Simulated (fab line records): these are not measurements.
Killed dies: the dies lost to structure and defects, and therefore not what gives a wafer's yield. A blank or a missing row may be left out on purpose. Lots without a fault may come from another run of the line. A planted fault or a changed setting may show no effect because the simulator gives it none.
A lot that was struck, set against a sound lot    flow n5Finfet    15 steps out of a route of 1938
Sound: wafers L943.3, L943.5, L943.6. Struck: wafer L938.6. (L938.2 of the same lot was not struck and is left out.) The cause comes at the end.
At each step with rows: each side's tool, then ch and its chambers, then its first start. Under that, the readings that differ: sound wafers    struck wafers    difference of the means    sigmas: that difference in standard deviations of wafers without a fault.
alike: words and numbers the same on both sides, and readings whose means are apart by under 2 such deviations; not compared: readings that were withheld, readings missing a value for some wafer, numbers with overlapping values and no deviation given by the record, and bounds like >300 which may hide the same value.
Wherever a step has rows on one side only, a row that says differs or no value, or a row with sigmas, the two part there. Numbers that don't overlap but have no deviation are shown without sigmas and don't part them. A reading missing from all wafers of one side parts the sides only when that side holds two or more wafers.

N5_BEOL_M3_ANNEAL_87: time 240 s.
  sound on pvdSputter-01 at day 12 23:07; struck on pvdSputter-02 at day 11 12:42
reading           sound        struck  difference  sigmas
heaterPowerW (W)  698 873 829  1024    +224        +2
then, 1 step without rows for these wafers: N5_BEOL_M3_SPUTTER_88 (material Cu, target thk 4.5 nm, time 8.29 s).
N5_BEOL_M3_ANNEAL_89: time 240 s.
  sound on pvdSputter-01 at day 12 23:20; struck on pvdSputter-02 at day 11 12:55
  alike: heaterPowerW
N5_BEOL_M3_SPUTTER_90: material Cu, target thk 4.5 nm, time 8.29 s.
  sound on pvdSputter-01 at day 12 23:29; struck on pvdSputter-02 at day 11 13:04
reading               sound           struck  difference  sigmas
throttleValvePct (%)  29.7 30.5 30.9  33.0    +2.6        +2
then, 3 steps without rows for these wafers: N5_BEOL_M3_ANNEAL_91 (time 240 s); N5_BEOL_M3_SPUTTER_92 (material Cu, target thk 4.5 nm, time 8.29 s); N5_BEOL_M3_ANNEAL_93 (time 240 s).
N5_BEOL_M3_SPUTTER_94: material Cu, target thk 4.5 nm, time 8.29 s.
  sound on pvdSputter-01 at day 12 23:55; struck on pvdSputter-02 at day 11 13:30
reading               sound           struck  difference  sigmas
throttleValvePct (%)  29.9 30.6 30.9  33.1    +2.6        +2
then, 1 step without rows for these wafers: N5_BEOL_M3_ANNEAL_95 (time 240 s).
N5_BEOL_M3_SPUTTER_96: material Cu, target thk 4.5 nm, time 8.29 s.
  sound on pvdSputter-01 at day 13 00:08; struck on pvdSputter-02 at day 11 13:43
  alike: throttleValvePct
then, 2 steps without rows for these wafers: N5_BEOL_M3_ECD_50 (material Cu, target thk 300 nm); N5_BEOL_M3_ANNEAL_51 (time 90 s).
N5_BEOL_M3_CMP_52: polishes, stops on SiOC, t overpolish 6.8 s, target thk 40 nm.
  sound on cmp-01 ch 1,2,3, day 13 00:46; struck on cmp-02 ch 2, day 11 14:13
reading                                      sound           struck  difference  sigmas
barrierFieldEndpointS (s)                    24.9 25.4 25.5  13.8    -11.5       -20
timeToEndpointS (s)                          65.2 66.1 63.8  32.5    -32.5       -13
model.Cu_of_BEOL_M3_ECD_50.thkNm (nm)        40.8 41.6 40.2  35      -6          
model.SiOC_of_BEOL_M3_ILD_DEP_00.thkNm (nm)  76.4 77 76.2    73      -4          
  alike: motorCurrentA, overpolishRunS
N5_BEOL_M4_RC_MEAS_101:
  sound on prober-02 ch 0, day 13 12:26; struck on prober-01 ch 0, day 12 02:46
  alike: DIBL_N, DIBL_P, IOFF_N, IOFF_P, ION_N, ION_P, SS_N, SS_P, VT_N, VT_P
-- record jumps: 4 days separate the struck wafers' starts on either side; left off in module BEOL_M4, taken up again in module PASSIVATION, whose first shown step is the route's number 1936 --
N5_PASSIVATION_PROBE_49:
  sound on prober-01 at day 18 09:46; struck on prober-01 at day 16 10:54
reading                  sound        struck  difference  sigmas
killed_at_M4_up          4 2 4        16      +13         +2
killedOpen               54 52 56     91      +37         +2
sort_bin_5_function (%)  3.9 4.7 4.3  6.9     +2.6        +2
  alike: defectLimitedYield, killed_at_M0_to_M3, killedAtContacts, killedAtFrontEnd, killedAtOther, killedDies, killedOnRim, killedShort, sort_bin_6_memory, sortNPass, sortYieldPct

WHERE THEY PART
Earliest at N5_BEOL_M3_ANNEAL_87; latest, in this record, at N5_PASSIVATION_PROBE_49.

WHY: the cause the simulator had injected
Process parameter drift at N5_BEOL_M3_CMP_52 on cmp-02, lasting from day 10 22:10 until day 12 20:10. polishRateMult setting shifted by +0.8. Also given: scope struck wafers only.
